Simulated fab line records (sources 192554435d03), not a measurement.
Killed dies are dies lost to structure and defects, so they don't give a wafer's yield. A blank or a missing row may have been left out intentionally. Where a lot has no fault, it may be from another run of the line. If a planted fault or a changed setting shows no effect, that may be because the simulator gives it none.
Chamber matching    flow n5_finfet    cvd_co-01 running N5_BEOL_M3_PRE_CLEAN_60: 3 sister chambers
The step time 15 s. 3 wafers are shown with their chamber, then 12 later ones without.

EACH WAFER AND ITS CHAMBER
wafer   chamber  heater_power_w (W)
L084.6  1        70
L090.4  2        116
L090.5  0        93

WAFERS MISSING THEIR CHAMBER
wafer   heater_power_w (W)
L091.2  70
L091.3  114
L091.5  72
L092.1  117
L092.4  89
L092.6  70
L095.1  69
L095.5  116
L095.6  70
L096.1  71
L096.2  112
L096.4  71

WHICH CHAMBER EACH WENT THROUGH
wafer   from the rows above  in truth
L091.2  1                    1
L091.3  2                    2
L091.5  1                    1
L092.1  2                    2
L092.4  0                    0
L092.6  1                    1
L095.1  1                    1
L095.5  2                    2
L095.6  1                    1
L096.1  1                    1
L096.2  2                    2
L096.4  1                    1
Correct placement for 12 of the 12. Not placeable from these rows: 0. Wrongly placed: 0.
How it was worked out, from the rows above alone: a wafer's distance from a chamber is the root of the sum, over the readings, of the square of ((its reading less the chamber's mean) divided by the reading's scatter). If the next closest chamber is less than 2 further off than the closest, the wafer can't be placed; otherwise it belongs to the closest. For every chamber, the mean is computed from those of its wafers that are shown. The scatter: root of mean squared gap, hidden wafer to nearest shown wafer, with one shown wafer a chamber.
